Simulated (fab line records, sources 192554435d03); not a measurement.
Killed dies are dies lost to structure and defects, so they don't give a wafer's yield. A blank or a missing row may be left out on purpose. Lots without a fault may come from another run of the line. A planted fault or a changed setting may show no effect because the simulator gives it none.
Chamber matching | flow n5_finfet | N5_GATE_CUT_STRIP_41 on rie_diel-03: 4 sister chambers
The step strips in CF4. 4 wafers are shown with their chamber, then 11 later ones without.

WAFERS WITH THEIR CHAMBER
wafer  | chamber | drypump_motor_current_A (A)
L086.2 | 1       | 4.8
L086.3 | 2       | 6.2
L086.6 | 0       | 6.1
L090.1 | 3       | 6.2

WAFERS WITHOUT THEIR CHAMBER
wafer  | drypump_motor_current_A (A)
L090.3 | 6.2
L090.4 | 6.1
L094.1 | 6.1
L094.5 | 6.2
L094.6 | 4.7
L096.1 | 6.2
L096.4 | 6.1
L096.5 | 6.2
L097.1 | 6.1
L097.3 | 6.2
L097.5 | 4.7

WHICH CHAMBER EACH WENT THROUGH
wafer  | from the rows above     | in truth
L090.3 | can't be placed: 2 or 3 | 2
L090.4 | 0                       | 0
L094.1 | 0                       | 0
L094.5 | can't be placed: 2 or 3 | 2
L094.6 | 1                       | 1
L096.1 | can't be placed: 2 or 3 | 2
L096.4 | 0                       | 0
L096.5 | can't be placed: 2 or 3 | 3
L097.1 | 0                       | 0
L097.3 | can't be placed: 2 or 3 | 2
L097.5 | 1                       | 1
Placed correctly: 6 of 11. Can't be placed from these rows: 5 (the true chamber is among the candidates in 5). Placed wrongly: 0.
How it was worked out, from the rows above alone: a wafer's distance from a chamber is the root of the sum, over the readings, of the square of ((its reading less the chamber's mean) divided by the reading's scatter). The wafer belongs to the nearest chamber; if the next one is less than 2 further off, it can't be placed. A chamber's mean is the mean of its shown wafers. The scatter: with one shown wafer a chamber, the root of the mean of the squares of how far each hidden wafer lies from its nearest shown one.
